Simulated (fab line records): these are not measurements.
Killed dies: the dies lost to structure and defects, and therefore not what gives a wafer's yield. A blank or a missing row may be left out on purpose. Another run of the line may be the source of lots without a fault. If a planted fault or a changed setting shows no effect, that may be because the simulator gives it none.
Chamber matching    flow nand_harc    NHARC_P_GATE_DESCUM_48 on rie_diel-02 has 4 sister chambers
The step chemistry O2, time 3 s. 8 wafers are shown with their chamber, then 7 later ones without.

## WAFERS WITH THEIR CHAMBER
wafer   chamber  showerhead_plenum_p_Torr (Torr)  rf_vpp_V (V)
L592.1  3        2.01                             59.2
L594.1  2        1.80                             56.9
L594.3  0        2.04                             58.6
L609.1  0        2.03                             57.7
L609.3  1        1.96                             58.6
L609.5  1        1.96                             56.0
L607.1  2        1.79                             57.1
L607.2  3        2.00                             58.0

## WAFERS MISSING THEIR CHAMBER
wafer   showerhead_plenum_p_Torr (Torr)  rf_vpp_V (V)
L607.6  2.00                             57.6
L611.1  1.79                             57.0
L611.3  2.03                             60.2
L611.4  2.00                             56.7
L612.2  1.79                             57.6
L612.3  1.96                             58.4
L612.6  1.79                             59.1

## EACH ONE'S CHAMBER
wafer   from the rows above  in truth
L607.6  3                    3
L611.1  2                    2
L611.3  0                    0
L611.4  3                    3
L612.2  2                    2
L612.3  1                    1
L612.6  2                    2
Correctly placed: 7 of 7. Number that these rows cannot place: 0. Placed wrongly: 0.
How it was worked out, from the rows above alone: a wafer's distance from a chamber is the root of the sum, over the readings, of the square of ((its reading less the chamber's mean) divided by the reading's scatter). If the next closest chamber is less than 2 further off than the closest, the wafer can't be placed; otherwise it belongs to the closest. The mean given for a chamber averages the wafers shown for that chamber. The scatter: take each reading less its chamber's mean, square it, sum over the shown wafers, divide by the number of wafers less the number of chambers, and take the root.
